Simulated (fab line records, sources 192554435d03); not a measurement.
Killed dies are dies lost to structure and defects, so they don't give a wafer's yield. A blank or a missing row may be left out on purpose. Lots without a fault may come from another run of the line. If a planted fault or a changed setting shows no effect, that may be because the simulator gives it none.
Chamber matching    flow n5Finfet    3 sister chambers for N5_PASSIVATION_PECVD_01 on pecvd-01
The step deposits SiNx from SiH4/NH3/N2, target thk 200 nm, time 43.2 s. 3 wafers are shown with their chamber, then 7 later ones without.

== WAFERS, EACH WITH ITS CHAMBER ==
wafer   chamber  throttleValvePct (%)
L200.6  0        29.7
L199.1  2        26.9
L199.2  1        27.8

== WAFERS WITHOUT THEIR CHAMBER ==
wafer   throttleValvePct (%)
L199.6  30.1
L203.4  27.7
L203.5  30.2
L203.6  27.0
L216.1  29.9
L216.3  26.9
L216.6  30.1

== WHICH CHAMBER EACH ONE RAN IN ==
wafer   from the rows above  in truth
L199.6  0                    0
L203.4  1                    1
L203.5  0                    0
L203.6  2                    2
L216.1  0                    0
L216.3  2                    2
L216.6  0                    0
Correct placement for 7 of the 7. Can't be placed from these rows: 0. Wrongly placed: 0.
How it was worked out, from the rows above alone: a wafer's distance from a chamber is the root of the sum, over the readings, of the square of ((its reading less the chamber's mean) divided by the reading's scatter). If the next closest chamber is less than 2 further off than the closest, the wafer can't be placed; otherwise it belongs to the closest. A chamber's mean is the mean of its shown wafers. The scatter: root of mean squared gap, hidden wafer to nearest shown wafer, with one shown wafer a chamber.
